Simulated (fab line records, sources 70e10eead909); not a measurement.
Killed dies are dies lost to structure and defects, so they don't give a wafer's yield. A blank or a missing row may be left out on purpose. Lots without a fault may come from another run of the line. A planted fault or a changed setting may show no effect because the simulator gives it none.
Chamber matching | flow nand_harc | NHARC_A_CONTACT_ETCH_48 on rie_diel-09: 4 sister chambers
The step etches the open film in CF4, target depth 39 nm, time 65 s. 22 wafers are shown with their chamber, then 11 later ones without.

WAFERS WITH THEIR CHAMBER
wafer  | chamber | drypump_motor_current_A (A) | showerhead_plenum_p_Torr (Torr) | rf_fwd_power_W (W)
L075.4 | 0       | 5.76                        | 1.68                            | 296.6
L075.5 | 1       | 5.46                        | 1.68                            | 296.2
L075.6 | 0       | 5.77                        | 1.68                            | 296.3
L076.1 | 0       | 5.78                        | 1.68                            | 295.5
L076.2 | 2       | 6.00                        | 1.64                            | 297.0
L076.5 | 3       | 6.07                        | 1.79                            | 298.1
L079.1 | 3       | 6.10                        | 1.79                            | 297.6
L079.3 | 1       | 5.46                        | 1.67                            | 297.4
L079.4 | 0       | 5.75                        | 1.68                            | 296.1
L080.3 | 3       | 6.08                        | 1.79                            | 298.7
L080.5 | 2       | 6.02                        | 1.64                            | 295.8
L080.6 | 3       | 6.11                        | 1.79                            | 297.0
L077.1 | 0       | 5.77                        | 1.68                            | 295.8
L077.5 | 1       | 5.47                        | 1.67                            | 296.3
L077.6 | 2       | 5.99                        | 1.64                            | 296.9
L078.2 | 3       | 6.10                        | 1.79                            | 298.7
L078.3 | 2       | 5.99                        | 1.64                            | 297.5
L078.4 | 1       | 5.45                        | 1.67                            | 296.7
L083.1 | 3       | 6.08                        | 1.79                            | 299.2
L083.4 | 1       | 5.45                        | 1.67                            | 296.5
L083.6 | 2       | 5.98                        | 1.64                            | 297.0
L086.1 | 2       | 5.97                        | 1.91                            | 295.7

SIGNATURES (means of the wafers above)
reading                  | chamber 0 | chamber 1 | chamber 2 | chamber 3 | scatter within a chamber
drypump_motor_current_A  | 5.7660    | 5.4580    | 5.9917    | 6.0900    | 0.0139
showerhead_plenum_p_Torr | 1.6800    | 1.6720    | 1.6850    | 1.7900    | 0.0581
rf_fwd_power_W           | 296.060   | 296.620   | 296.650   | 298.217   | 0.65
Rule: a wafer's distance from a chamber is the root of the sum, over the readings, of the square of ((its reading less the chamber's mean) divided by the reading's scatter). The wafer belongs to the nearest chamber; if the next one is less than 2 further off, it can't be placed. The scatter: the root of (the sum of the squares of (reading less its chamber's mean) over the shown wafers, divided by (wafers less chambers)).

WAFERS WITHOUT THEIR CHAMBER
wafer  | drypump_motor_current_A (A) | showerhead_plenum_p_Torr (Torr) | rf_fwd_power_W (W)
L086.4 | 5.46                        | 1.67                            | 296.3
L086.5 | 5.97                        | 1.91                            | 296.3
L087.1 | 5.77                        | 1.68                            | 296.0
L087.2 | 6.11                        | 1.79                            | 297.8
L087.4 | 6.00                        | 1.91                            | 297.2
L094.1 | 5.77                        | 1.68                            | 297.3
L094.2 | 5.47                        | 1.67                            | 296.4
L094.6 | 5.78                        | 1.68                            | 296.4
L095.3 | 5.77                        | 1.68                            | 297.2
L095.5 | 6.10                        | 1.79                            | 297.2
L095.6 | 5.98                        | 1.91                            | 296.7

WHICH CHAMBER EACH WENT THROUGH
wafer  | from the rows above | in truth
L086.4 | 1                   | 1
L086.5 | 2                   | 2
L087.1 | 0                   | 0
L087.2 | 3                   | 3
L087.4 | 2                   | 2
L094.1 | 0                   | 0
L094.2 | 1                   | 1
L094.6 | 0                   | 0
L095.3 | 0                   | 0
L095.5 | 3                   | 3
L095.6 | 2                   | 2
Placed correctly: 11 of 11. Can't be placed from these rows: 0. Placed wrongly: 0.
